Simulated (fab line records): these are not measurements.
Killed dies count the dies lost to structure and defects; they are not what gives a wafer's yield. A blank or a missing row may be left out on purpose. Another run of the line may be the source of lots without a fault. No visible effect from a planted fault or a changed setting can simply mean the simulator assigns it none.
Code-filled problem report in 8D (eight disciplines) form | flow n5Finfet | the parts of the form that need people (team, actions taken, sign-off) are left out

== 1. WHAT IS WRONG ==
cdNm at N5_BEOL_M0_SAQP_CD_MEAS_14 reads a mean of 39.3 nm on 2 wafers of 2 lots; wafers without a fault read 42.5 nm with a standard deviation of 0.42. Relative to the usual mean, that is a shift of -7.6 standard deviations.
The step: target cd 42.5 nm.
The first sign was on wafer L971.1 at day 9 22:49, on cdSem-03. The record holds 27 wafers of 10 lots with a number at this step. Rule for "out", or "out of limits": more than 4 standard deviations from the usual mean. All remaining wafers that have a number are taken as sound.

== 2. WHAT IT IS, WHAT IT ISN'T ==
question                    | is               | is not
which readings at this step | cdNm             | -
which lots                  | L971, L973       | L956, L958, L959, L961, L964, L966, L967, L976
which wafers of those lots  | L971.1, L973.1   | L971.4, L971.5, L973.4, L973.5
read on which gauges        | cdSem-03         | cdSem-01, cdSem-02
when                        | from day 9 22:49 | up to then (20 sound wafers); but 5 sound wafers of L973, L976 came after

== 3. SUSPECTS, AND WHAT RULES EACH OUT ==
Counting: if a tool at a process step up to the reading ran every lot that is out, it stays a suspect. Sound lots after the first of them don't rule it out here, since some wafers of a struck lot are sound.
- the gauge at N5_BEOL_M0_SAQP_CD_MEAS_14: kept. All the wafers that are out were read on cdSem-03, and no step on other tools shows them out.
- pecvd-01 at N5_BEOL_M0_SAQP_ILD_DEP_01 (deposits SiOC from DEMS/O2, target thk 45.419 nm, time 8.7 s): kept. It ran every lot that is out, first L971 (day 9 21:14); its last sound lot up to then is L964 (day 8 04:31).
- arfiScanner-03 at N5_BEOL_M0_SAQP_EXPOSE_11 (exposes mask M0 CORE, target cd 42 nm): kept. It ran every lot that is out, first L971 (day 9 22:41); its last sound lot up to then is L964 (day 8 05:52).
Still standing after the count: pecvd-01 at N5_BEOL_M0_SAQP_ILD_DEP_01, arfiScanner-03 at N5_BEOL_M0_SAQP_EXPOSE_11, cdSem-03 at N5_BEOL_M0_SAQP_CD_MEAS_14.

== 4. THE CAUSE (what the simulator had put in) ==
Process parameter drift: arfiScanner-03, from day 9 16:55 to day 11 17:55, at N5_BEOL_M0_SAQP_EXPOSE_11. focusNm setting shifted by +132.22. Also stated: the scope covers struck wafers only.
Counting leaves 3 suspects; this tool is one of them.

== 5. THE EFFECT CHAIN, in route order ==
Rows list readings where the struck wafers' mean (over those with a number) sits beyond 3 standard deviations from the usual. Only readings for which the record gives a usual standard deviation are gone through. hours: the time from each lot's start at the first step in this table that gives one to its start at this step, as a median over the lots. sigmas: the change in usual standard deviations.
hours | step                       | reading | usual   | on struck wafers | change | sigmas
0     | N5_BEOL_M0_SAQP_CD_MEAS_14 | cdNm    | 42.5 nm | 39.3             | -3.2   | -7.6
At these later measuring or inspecting steps, every struck wafer for which the step has a row has a number for every such reading, and none has moved that far: N5_BEOL_M4_RC_MEAS_101.

== 6. HOW IT WOULD HAVE BEEN CAUGHT EARLIER ==
The first out-of-limits reading at a measuring or inspecting step in this record came at day 9 22:49, 6 hours after the fault's start at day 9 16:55.
Among the 2 lots that are out, L973 began N5_BEOL_M0_SAQP_EXPOSE_11 on arfiScanner-03 after day 9 22:49. Holding the tool at that time would have saved it.
